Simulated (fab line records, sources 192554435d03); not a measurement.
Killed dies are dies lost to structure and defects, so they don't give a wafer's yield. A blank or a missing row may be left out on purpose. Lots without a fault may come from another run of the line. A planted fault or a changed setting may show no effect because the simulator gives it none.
fab line records | flow n5_finfet
record lots=10 wafers=27 last_day=17
route steps=1938 shown MOL_CONTACT_COAG@575 BEOL_M4@1111 PASSIVATION@1936
lots that met no fault: from a run of the same line without faults
start_h: hours from the record's first day to the start of the lot's first wafer shown | wait_h: hours since the lot's step before | " the same as in the row above | L1.1+2: a row that stands for several wafers | - no value, or no start given | * or withheld: withheld | < > ~ a bound
route shown NAME@n: a module of which the file shows steps, and the number in the route of the first | usual: mean/standard deviation of fault-free wafers | same: alike in all rows | chamber/n: place in a boat | sites: the reading at each site | _std_site: their standard deviation | _edge_site: outer sites' mean less inner sites' | radius_mm: how far each site lies from the wafer's centre | mask NAME#n: copy n | behind: the tool/chamber that last shaped the wafer | hold: why the lot was held/for how many hours/how that ended | device: the transistor (n, p or np) that didn't switch | end of line: the same wafers' tests at the end of the route | a step without rows: its recipe alone | killed: dies lost to structure and defects at the first sort, not the wafer's yield | map: a wafer's dies, x killed, . not, _ none there
set.NAME: the setting as run; set.NAME@STEP: as run at that earlier step | model.NAME: the simulator's own value behind a step, which no gauge read
steps of the route over a sample of lots; a table a step, a row a wafer
services: from which hour (start_h, from the record's first day; less than 0 if before it) a tool's chamber was out of use, for how many hours, and why
## steps
# step N5_MOL_CONTACT_COAG_INSPECT_57
# recipe mode=adi inspect_instrument=brightfield
# usual raw_defect_count=201/48
# columns lot.wafer tool chamber start_h wait_h raw_defect_count
L102.1 defect_inspect-01 - 98.60 0.1 236
L102.2 " - " " 263
L102.5 " - " " 265
L103.3 defect_inspect-02 - 104.12 0.0 129
L103.4 " - " " 155
L103.5 " - " " 176
L104.1 defect_inspect-01 - 107.87 0.1 172
L104.2 " - " " 179
L104.3 " - " " 214
L110.1 defect_inspect-01 - 148.46 0.1 220
L110.3 " - " " 242
L110.4 " - " " 263
L113.1 defect_inspect-01 - 164.80 0.1 210
L113.2 " - " " 151
L113.6 " - " " 255
L114.3 defect_inspect-02 - 175.46 0.0 218
L114.4 " - " " 179
L114.5 " - " " 228
L117.4 defect_inspect-02 - 187.35 0.0 189
L117.5 " - " " 182
L119.3 defect_inspect-01 - 200.09 0.0 176
L119.6 " - " " 173
L120.1 defect_inspect-01 - 206.58 0.1 164
L120.5 " - " " 227
L122.2 defect_inspect-02 - 217.78 0.0 165
L122.3 " - " " 261
L122.4 " - " " 183
# step N5_MOL_CONTACT_COAG_VIA_ETCH_46
# recipe chemistry=C4F6/O2 target_depth_a=460 overetch_a=92 mask_material=SOC target=SiO2 bias_w=455 pressure_mtorr=10 time_s=40 source_w=325 Ar_flow_sccm=300 C4F6_flow_sccm=10 O2_flow_sccm=10 ion_energy_ev=575.3 ends=end_point
# usual drypump_motor_current_A=5.5/0.44 oes_product_au=0.74/0.077 rf_vpp_V=1608/50 showerhead_plenum_p_Torr=2.88/0.083 throttle_valve_pct=40.7/0.57
# columns lot.wafer tool chamber start_h wait_h drypump_motor_current_A oes_product_au rf_hours_counter_h rf_vpp_V showerhead_plenum_p_Torr throttle_valve_pct
L102.1 rie_diel-01 1 99.79 0.0 5.6 0.62 232 1688 2.92 39.9
L102.2 " 0 " " 5.7 0.68 146 1671 2.96 40.2
L102.5 " 3 " " 4.8 0.74 - 1525 2.88 40.8
L103.3 rie_diel-02 0 104.87 0.0 6.2 0.63 247 1589 2.77 41.2
L103.4 " 1 " " 5.4 0.78 - 1590 2.75 39.6
L103.5 " 3 " " 6.1 0.67 - 1603 2.85 41.0
L104.1 rie_diel-01 0 108.63 0.0 5.7 0.67 152 1669 2.96 40.2
L104.2 " 3 " " 4.8 0.73 68 1527 2.87 40.8
L104.3 " 1 " " 5.5 0.62 238 1690 2.92 39.9
L110.1 rie_diel-01 2 148.96 0.0 5.6 0.81 15 1587 2.92 41.6
L110.3 " 3 " " 4.8 0.70 83 1524 2.87 40.8
L110.4 " 0 " " 5.6 0.67 - 1667 2.95 40.3
L113.1 rie_diel-02 3 165.35 0.0 6.1 0.64 192 1603 2.84 41.1
L113.2 " 1 " " 5.4 0.73 74 1590 2.74 39.6
L113.6 " 1 " " 5.4 0.74 - 1591 2.74 39.7
L114.3 rie_diel-02 1 176.21 0.0 5.4 0.73 77 1591 2.74 39.7
L114.4 " 2 " " 6.2 0.80 24 1670 2.79 40.6
L114.5 " 2 " " 6.2 0.81 - 1670 2.79 40.6
L117.4 rie_diel-01 2 189.47 0.0 5.6 0.80 30 1588 2.91 41.6
L117.5 " 0 " " 5.7 0.66 - 1669 2.95 40.3
L119.3 rie_diel-04 1 200.97 0.0 5.2 0.79 - 1569 3.03 40.3
L119.6 " 1 " " 5.2 0.80 - 1569 3.03 40.3
L120.1 rie_diel-02 1 207.12 0.0 5.4 0.72 87 1590 2.73 39.7
L120.5 " 2 " " 6.2 0.77 - 1669 2.79 40.6
L122.2 rie_diel-02 2 219.43 0.0 6.2 0.77 39 1669 2.79 40.6
L122.3 " 0 " " 6.2 0.79 32 1588 2.76 40.6
L122.4 " 1 " " 5.4 0.71 92 1588 2.73 39.7
# step N5_MOL_CONTACT_COAG_STRIP_96
# recipe chemistry=N2/H2 power_w=500 temp_c=40 pressure_mtorr=50 rf_frequency_hz=6e+07 overash_fraction=0.3 bias_power_w=28 h2_frac=0.5 n2_flow_sccm=300 h2_flow_sccm=300
# usual drypump_motor_current_A=5.5/0.44 oes_product_au=0.82/0.089 power_w=500.0/1.5 rf_vpp_V=122.0/1.3 showerhead_plenum_p_Torr=3.40/0.099 throttle_valve_pct=18.83/0.28
# same overash_fraction=0.3
# columns lot.wafer tool chamber start_h wait_h drypump_motor_current_A oes_product_au power_w rf_hours_counter_h rf_vpp_V showerhead_plenum_p_Torr throttle_valve_pct
L102.1 rie_diel-01 1 99.85 0.0 5.6 0.69 501.9 232 123.5 3.44 19.05
L102.2 " 0 " " 5.7 0.74 500.4 146 123.6 3.50 18.43
L102.5 " 3 " " 4.8 0.80 501.1 - 123.0 3.41 18.88
L103.3 rie_diel-02 0 104.93 0.0 6.2 0.69 500.0 247 120.9 3.28 19.25
L103.4 " 1 " " 5.4 0.84 499.4 - 120.3 3.28 19.01
L103.5 " 3 " " 6.1 0.75 500.3 - 121.6 3.32 18.86
L104.1 rie_diel-01 0 108.70 0.0 5.7 0.74 496.9 152 123.3 3.50 18.44
L104.2 " 3 " " 4.8 0.79 499.6 68 122.4 3.40 18.88
L104.3 " 1 " " 5.6 0.67 501.6 238 120.8 3.43 19.07
L110.1 rie_diel-01 2 149.03 0.0 5.6 0.96 500.2 15 121.5 3.43 18.60
L110.3 " 3 " " 4.8 0.77 501.8 83 120.5 3.40 18.90
L110.4 " 0 " " 5.7 0.73 496.8 - 121.4 3.49 18.46
L113.1 rie_diel-02 3 165.41 0.0 6.1 0.72 500.9 192 122.4 3.30 18.90
L113.2 " 1 " " 5.3 0.81 502.8 74 121.0 3.26 19.06
L113.6 " 1 " " 5.4 0.81 500.7 - 121.6 3.26 19.03
L114.3 rie_diel-02 1 176.28 0.0 5.4 0.81 501.9 77 121.2 3.26 19.05
L114.4 " 2 " " 6.2 0.87 503.4 24 121.6 3.30 18.45
L114.5 " 2 " " 6.2 0.87 499.6 - 123.5 3.30 18.43
L117.4 rie_diel-01 2 189.53 0.0 5.6 0.92 501.0 30 120.9 3.42 18.64
L117.5 " 0 " " 5.7 0.72 499.3 - 124.3 3.48 18.47
L119.3 rie_diel-04 1 201.06 0.1 5.2 0.88 500.4 - 123.5 3.60 18.73
L119.6 " 1 " " 5.2 0.87 499.4 - 121.8 3.59 18.74
L120.1 rie_diel-02 1 207.19 0.0 5.4 0.80 499.6 87 120.6 3.26 19.06
L120.5 " 2 " " 6.2 0.87 500.6 - 122.8 3.29 18.45
L122.2 rie_diel-02 2 219.49 0.0 6.2 0.84 502.0 39 122.1 3.29 18.48
L122.3 " 0 " " 6.2 0.88 499.3 32 121.1 3.26 18.89
L122.4 " 1 " " 5.4 0.79 497.8 92 117.9 3.26 19.09
# step N5_MOL_CONTACT_COAG_COAT_64
# recipe resist=underlayer temp_c=205 time_s=60 spin_rpm=1500 resist_thk_nm=10
# usual spin_speed_rpm=1500.1/1.2
# columns lot.wafer tool chamber start_h wait_h spin_speed_rpm
L102.1 litho_track-04 0 100.16 - 1501.1
L102.2 " 0 " " 1500.6
L102.5 " 0 " " 1500.9
L103.3 litho_track-02 0 105.24 - 1500.0
L103.4 " 0 " " 1500.8
L103.5 " 0 " " 1498.8
L104.1 litho_track-04 0 109.01 - 1500.4
L104.2 " 0 " " 1498.2
L104.3 " 0 " " 1500.2
L110.1 litho_track-04 0 149.34 - 1433.9
L110.3 " 0 " " 1433.4
L110.4 " 0 " " 1432.8
L113.1 litho_track-02 0 165.72 - 1500.4
L113.2 " 0 " " 1500.5
L113.6 " 0 " " 1501.5
L114.3 litho_track-04 0 176.69 - 1437.5
L114.4 " 0 " " 1435.9
L114.5 " 0 " " 1435.5
L117.4 litho_track-02 0 189.84 - 1500.7
L117.5 " 0 " " 1501.2
L119.3 litho_track-02 0 201.40 - 1498.0
L119.6 " 0 " " 1500.1
L120.1 litho_track-02 0 207.50 - 1501.8
L120.5 " 0 " " 1499.4
L122.2 litho_track-02 0 219.80 - 1499.5
L122.3 " 0 " " 1500.5
L122.4 " 0 " " 1500.1
# step N5_BEOL_M4_RC_MEAS_101
# usual DIBL_N=36.2/2.2 DIBL_P=36.5/3 IOFF_N=0.16/0.039 IOFF_P=0.22/0.047 ION_N=675/15 ION_P=463/10 SS_N=71.6/0.71 SS_P=73.4/0.94 VT_N=250/3.6 VT_P=-250/3.9
# columns lot.wafer tool chamber start_h wait_h DIBL_N[mV/V] DIBL_P[mV/V] IOFF_N[nA/um] IOFF_P[nA/um] ION_N[uA/um] ION_P[uA/um] SS_N[mV/dec] SS_P[mV/dec] VT_N[mV] VT_P[mV]
L102.1 prober-01 0 161.40 0.0 32.5 32.4 0.11 0.16 650 452 70.7 72.4 252 -253
L102.2 " 0 " " 36.8 37.7 0.20 0.25 690 468 71.8 74.1 241 -249
L102.5 " 0 " " 35.2 36.3 0.17 0.22 677 463 71.6 72.6 247 -248
L103.3 prober-01 0 167.53 0.3 36.4 33.6 0.14 0.17 661 450 71.7 72.8 251 -255
L103.4 " 0 " " 34.3 31.7 0.12 0.16 666 458 71.3 72.0 249 -254
L103.5 " 0 " " 34.3 31.1 0.12 0.14 654 450 71.8 72.2 251 -253
L104.1 prober-02 0 169.20 0.0 35.0 34.9 0.13 0.22 644 451 71.5 73.5 255 -250
L104.2 " 0 " " 34.3 32.9 0.11 0.16 654 455 70.7 72.8 255 -253
L104.3 " 0 " " 33.8 33.2 0.13 0.18 670 464 70.5 73.0 250 -250
L110.1 prober-02 0 218.11 0.0 34.2 34.9 0.14 0.17 666 455 70.9 73.2 251 -254
L110.3 " 0 " " 29.9 28.0 0.08 0.10 634 431 70.5 71.9 259 -261
L110.4 " 0 " " 35.6 35.0 0.17 0.17 681 455 71.5 72.6 247 -256
L113.1 prober-02 0 230.48 0.0 35.6 36.8 0.15 0.21 663 463 71.8 73.6 252 -248
L113.2 " 0 " " 35.6 36.7 0.15 0.20 690 473 71.2 73.7 251 -251
L113.6 " 0 " " 33.2 34.3 0.12 0.18 657 454 70.3 73.6 255 -251
L114.3 prober-02 0 248.58 0.3 37.4 38.3 0.19 0.28 672 466 72.0 74.1 249 -246
L114.4 " 0 " " 36.6 35.0 0.16 0.21 664 459 71.3 73.4 251 -250
L114.5 " 0 " " 35.1 35.2 0.15 0.21 671 469 71.8 73.5 251 -249
L117.4 prober-01 0 274.57 0.5 39.0 37.4 0.17 0.22 673 453 72.1 74.3 249 -251
L117.5 " 0 " " 39.0 38.4 0.19 0.25 692 470 71.7 74.8 248 -249
L119.3 prober-02 0 280.46 0.3 36.8 36.2 0.18 0.21 690 460 72.1 73.8 246 -250
L119.6 " 0 " " 38.3 38.6 0.21 0.24 686 462 71.9 74.4 244 -248
L120.1 prober-02 0 285.12 0.1 35.0 32.9 0.14 0.19 659 457 71.0 71.6 251 -249
L120.5 " 0 " " 40.5 40.7 0.26 0.32 702 479 73.5 74.1 244 -242
L122.2 prober-01 0 286.86 0.2 36.1 37.7 0.18 0.27 673 466 72.0 74.1 249 -245
L122.3 " 0 " " 34.7 35.3 0.15 0.22 683 473 71.0 73.4 249 -248
L122.4 " 0 " " 37.6 37.5 0.20 0.26 681 467 71.9 73.8 244 -247
# step N5_PASSIVATION_PROBE_49
# usual defect_limited_yield=91.5/1.5 killed_at_M0_to_M3=32/10 killed_at_M4_up=13/4.9 killed_at_contacts=13/6.1 killed_at_front_end=38/11 killed_at_other=3/3.2 killed_dies=101/18 killed_open=66/13 killed_short=32/8.3 sort_bin_4_leakage=0.00/0.018 sort_bin_5_function=5.0/1 sort_bin_6_memory=3.2/0.74 sort_bin_8_speed=0.1/1.1 sort_n_pass=1078/22 sort_yield_pct=91.3/1.9
# same gross_dies=1180 killed_at_back_side=0
# columns lot.wafer tool chamber start_h wait_h defect_limited_yield[%] killed_at_M0_to_M3 killed_at_M4_up killed_at_contacts killed_at_front_end killed_at_other killed_dies killed_open killed_short sort_bin_4_leakage[%] sort_bin_5_function[%] sort_bin_6_memory[%] sort_bin_8_speed[%] sort_n_pass sort_yield_pct[%]
L114.3 prober-02 - 352.82 0.1 89.5 30 13 26 49 6 124 72 32 0 5.3 3.4 0 1056 89.5
L114.5 prober-02 - 352.92 0.2 88.2 40 9 14 70 6 139 90 32 0 6.6 3.9 0 1041 88.2
L117.4 prober-01 - 386.55 0.2 90.8 27 20 15 44 2 108 67 41 0 4.7 4.2 0 1072 90.8
L117.5 prober-01 - 386.60 0.2 92.4 25 18 5 39 3 90 49 38 0 4.0 3.2 0 1090 92.4
# killed by level:class
L114.3 HKMG_FIN:area_etch=18 MOL_CONTACT_COAG:geometric_particle:open=17 BEOL_M1:geometric_particle:open=10 MOL_CONTACT_COAG:geometric_particle:short=7 FIN_SAQP:geometric_particle:open=6 BEOL_M4:geometric_particle:open=6 BEOL_M2:geometric_particle:open=5 STI_FIN_REVEAL:geometric_particle:open=4
L114.5 STI_FIN_REVEAL:geometric_particle:open=17 MOL_CONTACT_COAG:geometric_particle:open=13 HKMG_FIN:area_etch=12 BEOL_M2:geometric_particle:open=10 BEOL_M3:geometric_particle:open=9 DUMMY_GATE:geometric_particle:open=7 ILD0:geometric_particle:short=6 BEOL_M1:geometric_particle:open=6
L117.4 FIN_SAQP:geometric_particle:short=11 FIN_SAQP:geometric_particle:open=11 MOL_CONTACT_COAG:geometric_particle:open=11 DUMMY_GATE:geometric_particle:open=7 BEOL_M0_SAQP:geometric_particle:short=5 BEOL_M3:geometric_particle:open=5 MOL_CONTACT_COAG:geometric_particle:short=4 BEOL_M0:geometric_particle:short=4
L117.5 FIN_SAQP:geometric_particle:short=10 BEOL_M1:geometric_particle:open=8 DUMMY_GATE:geometric_particle:open=5 BEOL_M4:geometric_particle:open=5 BEOL_M5:geometric_particle:open=5 FIN_SAQP:geometric_particle:open=4 STI_FIN_REVEAL:geometric_particle:short=4 BEOL_M0_SAQP:geometric_particle:open=4
## services
# columns tool chamber start_h hours kind
rie_diel-01 2 80.94 - clean
rie_diel-01 2 80.94 - consumable_replace:focus_ring
rie_diel-01 2 80.94 28.7 scheduled_down
rie_diel-01 2 80.94 28.7 vent_cycle
rie_diel-04 2 84.75 13.7 repair
rie_diel-02 2 93.10 - clean
rie_diel-02 2 93.10 - consumable_replace:focus_ring
rie_diel-02 2 93.10 19.4 scheduled_down
rie_diel-02 2 93.10 19.4 vent_cycle
rie_diel-04 1 101.89 - clean
rie_diel-04 1 101.89 - consumable_replace:focus_ring
rie_diel-04 1 101.89 - consumable_replace:showerhead
rie_diel-04 1 101.89 14.8 scheduled_down
rie_diel-04 1 101.89 14.8 vent_cycle
rie_diel-02 0 112.52 - clean
rie_diel-02 0 112.52 - consumable_replace:focus_ring
rie_diel-02 0 112.52 13.0 scheduled_down
rie_diel-02 0 112.52 13.0 vent_cycle
rie_diel-01 0 114.92 6.0 repair
rie_diel-01 1 139.95 - clean
rie_diel-01 1 139.95 - consumable_replace:focus_ring
rie_diel-01 1 139.95 16.9 scheduled_down
rie_diel-01 1 139.95 16.9 vent_cycle
rie_diel-04 1 173.76 7.8 repair
## key
first_sign step=N5_MOL_CONTACT_COAG_COAT_64 reading=spin_speed_rpm direction=down sigmas=55 usual=* struck=*
effect none on later readings
met_at N5_MOL_CONTACT_COAG_COAT_64
struck_lots L110,L114
baseline_loss step=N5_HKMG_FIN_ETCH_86 wafers=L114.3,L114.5
not_acting_at N5_MOL_CONTACT_COAG_INSPECT_57,N5_MOL_CONTACT_COAG_VIA_ETCH_46,N5_MOL_CONTACT_COAG_STRIP_96
onset_between 109.01 149.34
fault kind=process_parameter_drift tool=litho_track-04 chamber=- onset_h=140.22 steps=N5_MOL_CONTACT_COAG_COAT_64 channel=spin_rpm offset=* shape=step end_h=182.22 acts_in=* stated=*
# baseline_loss: these wafers lose ten dies or more at that step, a loss of the line's own and not of a fault; the sort's usual values leave them out
